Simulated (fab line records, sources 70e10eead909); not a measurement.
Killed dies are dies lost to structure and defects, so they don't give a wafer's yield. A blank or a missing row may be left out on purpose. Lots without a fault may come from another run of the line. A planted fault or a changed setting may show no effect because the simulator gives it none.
A struck lot beside a sound one | flow nand_harc | 11 steps out of a route of 1302
Sound: wafers L461.2, L461.4, L461.6. Struck: wafer L451.5. (L451.1, L451.4 of the same lot were not struck and are left out.) The cause comes at the end.
At each step with rows: each side's tool, then ch and its chambers, then its first start. Under that, the readings that differ: sound wafers | struck wafers | difference of the means | sigmas: that difference in standard deviations of wafers without a fault.
alike: readings whose means differ by less than 2 such deviations, and words and numbers that are the same on both sides. not compared: withheld readings, readings that some wafer has no value for, bounds like >300 that may hide the same value, and numbers for which the record gives no deviation and whose values overlap.
The two part at a step that has a row with sigmas, a row that says differs or no value, or rows on one side only. Numbers that don't overlap but have no deviation are shown without sigmas and don't part them. A reading that every wafer of one side lacks parts them only if that side has two wafers or more.

first, 1 step without rows for these wafers: NHARC_A_WL_FILL_CVD_23 (deposits poly-Si, target thk 40 nm, time 800 s).
NHARC_A_WL_FILL_ETCHBACK_26: etches the open film in HBr, target depth 52 nm, time 13.3 s.
  sound on rie_si-03 ch 1,2, day 27 11:29; struck on rie_si-06 ch 0, day 24 06:52
  reading                     | sound       | struck | difference | sigmas
  drypump_motor_current_A (A) | 5.0 5.1 5.1 | 6.0    | +0.9       | +2
  alike: oes_product_au, throttle_valve_pct
  not compared: rf_hours_counter_h
then, 2 steps without rows for these wafers: NHARC_A_WL_FILL_PRECLEAN_30 (cleans in dHF, time 10 s); NHARC_A_WL_FILL_SRD_14.
NHARC_A_WL_FILL_ALD_19: deposits TiN, target thk 2 nm, pulse time 3 s, ald cycles 100.
  sound on ald_metal-04 ch 0,2, day 27 11:49; struck on ald_metal-03 ch 1, day 24 07:08
  alike: heater_power_w, precursor_pulse_height_rel
NHARC_A_WL_FILL_CVD_20: deposits W, target thk 100 nm, time 74 s.
  sound on cvd_w-01 ch 0,1; struck on cvd_w-02 ch 0
  alike: chamber_pressure_Torr, heater_power_w, throttle_valve_pct
NHARC_A_WL_FILL_CMP_12: polishes, t overpolish 30 s, target thk 100 nm.
  sound on cmp-01 ch 0,2,3, day 27 12:40; struck on cmp-02 ch 3, day 24 07:40
  alike: motor_current_A, overpolish_run_s, time_to_endpoint_s
then, 1 step without rows for these wafers: NHARC_A_WL_FILL_SRD_31.
NHARC_A_WL_FILL_INSPECT_15:
  sound on defect_inspect-01, day 27 13:06; struck on defect_inspect-01, day 24 08:07
  alike: raw_defect_count
NHARC_A_CONTACT_DEP_24: deposits SiO2, target thk 500 nm.
  sound on pecvd-01 ch 1,2, day 27 13:16; struck on pecvd-04 ch 0, day 24 08:28
  reading                   | sound             | struck | difference | sigmas
  mfc_precursor_sccm (sccm) | 162.0 161.1 160.3 | 177.7  | +16.6      | +33
  alike: chamber_pressure_Torr, heater_power_w, throttle_valve_pct
-- the record jumps here: 4 days lie between the struck wafers' starts before and after (it left off in module A_CONTACT and takes up again in module END, whose first step shown is number 1302 of the route) --
NHARC_END_SORT_01:
  sound on prober-01 ch 0, day 31 04:10; struck on prober-02 ch 0, day 27 22:42
  alike: killed_at_array, killed_at_other, killed_at_periphery, killed_dies, killed_open, killed_short

WHERE THEY PART
First at NHARC_A_WL_FILL_ETCHBACK_26; last, within this record, at NHARC_A_CONTACT_DEP_24. Later steps at which nothing parts them and some readings are alike: NHARC_END_SORT_01.

WHY: what the simulator had put in
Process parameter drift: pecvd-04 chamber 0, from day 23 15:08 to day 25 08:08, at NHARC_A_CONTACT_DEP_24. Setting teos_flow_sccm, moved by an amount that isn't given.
